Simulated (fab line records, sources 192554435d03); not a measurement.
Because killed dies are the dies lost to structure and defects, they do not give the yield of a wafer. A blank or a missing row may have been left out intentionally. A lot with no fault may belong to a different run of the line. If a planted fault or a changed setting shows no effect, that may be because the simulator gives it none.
Which tool did it? || flow n5-finfet || 34 wafers from 12 lots sampled at 4 of the route's 1938 steps

WHAT EACH GAUGE READ, for each wafer
N5_BEOL_M15_CD_MEAS_28: target cd 407.6 nm. Usual: cd-nm at 407.3 nm, with a standard deviation of 1.9.
{"lot": "L501", "measured": "day 10 16:59", "on": "cd-sem-02", "cd-nm (nm)": "408.3 408.8 406.3", "flag": ""}
{"lot": "L503", "measured": "day 10 23:46", "on": "cd-sem-03", "cd-nm (nm)": "406.9 407.0 406.3", "flag": ""}
{"lot": "L502", "measured": "day 11 01:54", "on": "cd-sem-02", "cd-nm (nm)": "411.8 411.0 407.7", "flag": ""}
{"lot": "L504", "measured": "day 11 05:40", "on": "cd-sem-01", "cd-nm (nm)": "408.6 410.8 409.9", "flag": ""}
{"lot": "L506", "measured": "day 11 14:47", "on": "cd-sem-02", "cd-nm (nm)": "405.9 406.9 408.4", "flag": ""}
{"lot": "L507", "measured": "day 11 18:10", "on": "cd-sem-02", "cd-nm (nm)": "406.4 407.5 409.0", "flag": ""}
{"lot": "L508", "measured": "day 12 06:51", "on": "cd-sem-03", "cd-nm (nm)": "408.6 407.2 404.6", "flag": ""}
{"lot": "L512", "measured": "day 16 23:47", "on": "cd-sem-02", "cd-nm (nm)": "404.3 408.3 405.9", "flag": ""}
{"lot": "L520", "measured": "day 18 05:47", "on": "cd-sem-01", "cd-nm (nm)": "408.1 408.1", "flag": ""}
{"lot": "L523", "measured": "day 18 06:25", "on": "cd-sem-02", "cd-nm (nm)": "407.1 407.9 407.6", "flag": ""}
{"lot": "L524", "measured": "day 18 16:16", "on": "cd-sem-01", "cd-nm (nm)": "406.4 407.7 407.9", "flag": ""}
{"lot": "L513", "measured": "day 18 16:35", "on": "cd-sem-03", "cd-nm (nm)": "406.6 406.5", "flag": ""}

N5_BEOL_M15_INSPECT_30: inspects for defects (macro). Usual: raw-defect-count at 2.0, with a standard deviation of 1.4.
{"lot": "L501", "measured": "day 10 18:35", "on": "defect-inspect-01", "raw-defect-count": "2 1 2", "flag": ""}
{"lot": "L503", "measured": "day 10 23:49", "on": "defect-inspect-02", "raw-defect-count": "3 1 0", "flag": ""}
{"lot": "L502", "measured": "day 11 01:58", "on": "defect-inspect-01", "raw-defect-count": "2 2 3", "flag": ""}
{"lot": "L504", "measured": "day 11 05:43", "on": "defect-inspect-01", "raw-defect-count": "0 2 4", "flag": ""}
{"lot": "L506", "measured": "day 11 14:50", "on": "defect-inspect-01", "raw-defect-count": "3 1 2", "flag": ""}
{"lot": "L507", "measured": "day 11 18:13", "on": "defect-inspect-01", "raw-defect-count": "2 2 1", "flag": ""}
{"lot": "L508", "measured": "day 12 06:54", "on": "defect-inspect-01", "raw-defect-count": "2 1 1", "flag": ""}
{"lot": "L512", "measured": "day 16 23:51", "on": "defect-inspect-01", "raw-defect-count": "4 1 3", "flag": ""}
{"lot": "L520", "measured": "day 18 05:50", "on": "defect-inspect-01", "raw-defect-count": "2 0", "flag": ""}
{"lot": "L523", "measured": "day 18 06:28", "on": "defect-inspect-02", "raw-defect-count": "0 2 4", "flag": ""}
{"lot": "L524", "measured": "day 18 16:19", "on": "defect-inspect-01", "raw-defect-count": "4 1 4", "flag": ""}
{"lot": "L513", "measured": "day 18 16:38", "on": "defect-inspect-01", "raw-defect-count": "0 1", "flag": ""}

WHICH TOOL RAN EACH LOT (tool, then ch and the chambers of the sampled wafers, then the start)
{"lot": "L501", "N5_BEOL_M14_SPUTTER_44": "pvd-sputter-03, day 10 13:29", "N5_BEOL_M15_COAT_60": "litho-track-03 ch 0, day 10 16:43"}
{"lot": "L503", "N5_BEOL_M14_SPUTTER_44": "pvd-sputter-01, day 10 20:33", "N5_BEOL_M15_COAT_60": "litho-track-04 ch 0, day 10 23:30"}
{"lot": "L502", "N5_BEOL_M14_SPUTTER_44": "pvd-sputter-01, day 10 21:56", "N5_BEOL_M15_COAT_60": "litho-track-03 ch 0, day 11 01:31"}
{"lot": "L504", "N5_BEOL_M14_SPUTTER_44": "pvd-sputter-03, day 11 02:20", "N5_BEOL_M15_COAT_60": "litho-track-04 ch 0, day 11 05:23"}
{"lot": "L506", "N5_BEOL_M14_SPUTTER_44": "pvd-sputter-02, day 11 11:19", "N5_BEOL_M15_COAT_60": "litho-track-02 ch 0, day 11 14:31"}
{"lot": "L507", "N5_BEOL_M14_SPUTTER_44": "pvd-sputter-03, day 11 13:40", "N5_BEOL_M15_COAT_60": "litho-track-03 ch 0, day 11 17:46"}
{"lot": "L508", "N5_BEOL_M14_SPUTTER_44": "pvd-sputter-03, day 12 03:34", "N5_BEOL_M15_COAT_60": "litho-track-02 ch 0, day 12 06:35"}
{"lot": "L512", "N5_BEOL_M14_SPUTTER_44": "pvd-sputter-01, day 16 20:08", "N5_BEOL_M15_COAT_60": "litho-track-03 ch 0, day 16 23:24"}
{"lot": "L520", "N5_BEOL_M14_SPUTTER_44": "pvd-sputter-02, day 18 02:26", "N5_BEOL_M15_COAT_60": "litho-track-03 ch 0, day 18 05:23"}
{"lot": "L523", "N5_BEOL_M14_SPUTTER_44": "pvd-sputter-02, day 18 03:05", "N5_BEOL_M15_COAT_60": "litho-track-03 ch 0, day 18 06:00"}
{"lot": "L524", "N5_BEOL_M14_SPUTTER_44": "pvd-sputter-03, day 18 12:47", "N5_BEOL_M15_COAT_60": "litho-track-04 ch 0, day 18 15:59"}
{"lot": "L513", "N5_BEOL_M14_SPUTTER_44": "pvd-sputter-01, day 18 13:16", "N5_BEOL_M15_COAT_60": "litho-track-03 ch 0, day 18 16:11"}
- N5_BEOL_M14_SPUTTER_44: material Ta, target thk 15 nm, time 24.19 s.
- N5_BEOL_M15_COAT_60: time 60 s, resist thk 89 nm.

WHAT THE TOOLS THEMSELVES READ (means of the sampled wafers that have a number; where no wafer has one, the mark that the record gives instead)
N5_BEOL_M14_SPUTTER_44. Usual: chamber-pressure-pa 0.07 Pa, standard deviation 0.00013; throttle-valve-pct 29.9 %, standard deviation 1.
{"lot": "L501", "tool": "pvd-sputter-03", "chamber-pressure-pa (Pa)": 0.07, "throttle-valve-pct (%)": 29.4, "flag": ""}
{"lot": "L503", "tool": "pvd-sputter-01", "chamber-pressure-pa (Pa)": 0.07, "throttle-valve-pct (%)": 30.6, "flag": ""}
{"lot": "L502", "tool": "pvd-sputter-01", "chamber-pressure-pa (Pa)": 0.07, "throttle-valve-pct (%)": 30.3, "flag": ""}
{"lot": "L504", "tool": "pvd-sputter-03", "chamber-pressure-pa (Pa)": 0.07, "throttle-valve-pct (%)": 30.4, "flag": ""}
{"lot": "L506", "tool": "pvd-sputter-02", "chamber-pressure-pa (Pa)": 0.07, "throttle-valve-pct (%)": 29.2, "flag": ""}
{"lot": "L507", "tool": "pvd-sputter-03", "chamber-pressure-pa (Pa)": 0.07, "throttle-valve-pct (%)": 30.5, "flag": ""}
{"lot": "L508", "tool": "pvd-sputter-03", "chamber-pressure-pa (Pa)": 0.07, "throttle-valve-pct (%)": 30.2, "flag": ""}
{"lot": "L512", "tool": "pvd-sputter-01", "chamber-pressure-pa (Pa)": 0.07, "throttle-valve-pct (%)": 30.5, "flag": ""}
{"lot": "L520", "tool": "pvd-sputter-02", "chamber-pressure-pa (Pa)": 0.07, "throttle-valve-pct (%)": 29.2, "flag": ""}
{"lot": "L523", "tool": "pvd-sputter-02", "chamber-pressure-pa (Pa)": 0.07, "throttle-valve-pct (%)": 28.8, "flag": ""}
{"lot": "L524", "tool": "pvd-sputter-03", "chamber-pressure-pa (Pa)": 0.07, "throttle-valve-pct (%)": 29.5, "flag": ""}
{"lot": "L513", "tool": "pvd-sputter-01", "chamber-pressure-pa (Pa)": 0.07, "throttle-valve-pct (%)": 30.2, "flag": ""}

N5_BEOL_M15_COAT_60. Usual: dispense-pressure-kPa 50.0 kPa, standard deviation 2.6; heater-power-total-W 391.7 W, standard deviation 1.3; run-length-s 66.05 s, standard deviation 0.18.
{"lot": "L501", "tool": "litho-track-03", "dispense-pressure-kPa (kPa)": 47.0, "heater-power-total-W (W)": 390.4, "run-length-s (s)": 65.84, "flag": ""}
{"lot": "L503", "tool": "litho-track-04", "dispense-pressure-kPa (kPa)": 50.0, "heater-power-total-W (W)": 391.9, "run-length-s (s)": 66.04, "flag": ""}
{"lot": "L502", "tool": "litho-track-03", "dispense-pressure-kPa (kPa)": 47.0, "heater-power-total-W (W)": 393.2, "run-length-s (s)": 65.86, "flag": ""}
{"lot": "L504", "tool": "litho-track-04", "dispense-pressure-kPa (kPa)": 49.9, "heater-power-total-W (W)": 391.5, "run-length-s (s)": 66.12, "flag": ""}
{"lot": "L506", "tool": "litho-track-02", "dispense-pressure-kPa (kPa)": 53.3, "heater-power-total-W (W)": 392.2, "run-length-s (s)": 66.12, "flag": ""}
{"lot": "L507", "tool": "litho-track-03", "dispense-pressure-kPa (kPa)": 47.0, "heater-power-total-W (W)": 390.9, "run-length-s (s)": 65.90, "flag": ""}
{"lot": "L508", "tool": "litho-track-02", "dispense-pressure-kPa (kPa)": 53.3, "heater-power-total-W (W)": 392.6, "run-length-s (s)": 66.19, "flag": ""}
{"lot": "L512", "tool": "litho-track-03", "dispense-pressure-kPa (kPa)": 47.0, "heater-power-total-W (W)": 390.8, "run-length-s (s)": 65.94, "flag": ""}
{"lot": "L520", "tool": "litho-track-03", "dispense-pressure-kPa (kPa)": 47.0, "heater-power-total-W (W)": 406.6, "run-length-s (s)": 62.62, "flag": "OFF"}
{"lot": "L523", "tool": "litho-track-03", "dispense-pressure-kPa (kPa)": 47.0, "heater-power-total-W (W)": 401.9, "run-length-s (s)": 63.74, "flag": "OFF"}
{"lot": "L524", "tool": "litho-track-04", "dispense-pressure-kPa (kPa)": 50.0, "heater-power-total-W (W)": 390.6, "run-length-s (s)": 66.22, "flag": ""}
{"lot": "L513", "tool": "litho-track-03", "dispense-pressure-kPa (kPa)": 47.1, "heater-power-total-W (W)": 408.4, "run-length-s (s)": 62.65, "flag": "OFF"}

THE ANSWER, worked out from the rows above alone
Rule: a lot is off if the mean of its wafers that have a number lies more than 3 standard deviations from the usual mean. Also off: a lot with no number at a reading for which 4 or more lots have one. Where the step has rows for the other lots, those lots are counted as sound. After the gauges, taken in route order, come the tools' own readings; for these a lot's mean is taken, as printed above. At the first step where some lot is off, the reading lying furthest off is the one used; lots without a number count as furthest.
Off, at N5_BEOL_M15_COAT_60 on run-length-s: L520, L523, L513.
If a tool, at that step or one of the process steps before it, ran each lot that is off and ran no sound lot following the first of them, it fits. One fits: litho-track-03 at N5_BEOL_M15_COAT_60. Its last sound lot is L512 (day 16 23:24), its first lot that is off L520 (day 18 05:23): a fault that began between those two fits.
The tool's own readings at N5_BEOL_M15_COAT_60 bear it out: on the lots that are off they differ by more than 5 times the standard deviation of the sound lots' means. heater-power-total-W reads 405.6 W there against 391.6 W on the sound lots; run-length-s reads 63.00 s there against 66.03 s on the sound lots.

WHAT THE SIMULATOR HAD INSERTED
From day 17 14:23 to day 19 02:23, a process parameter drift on litho-track-03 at N5_BEOL_M15_COAT_60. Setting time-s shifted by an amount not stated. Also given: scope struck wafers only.
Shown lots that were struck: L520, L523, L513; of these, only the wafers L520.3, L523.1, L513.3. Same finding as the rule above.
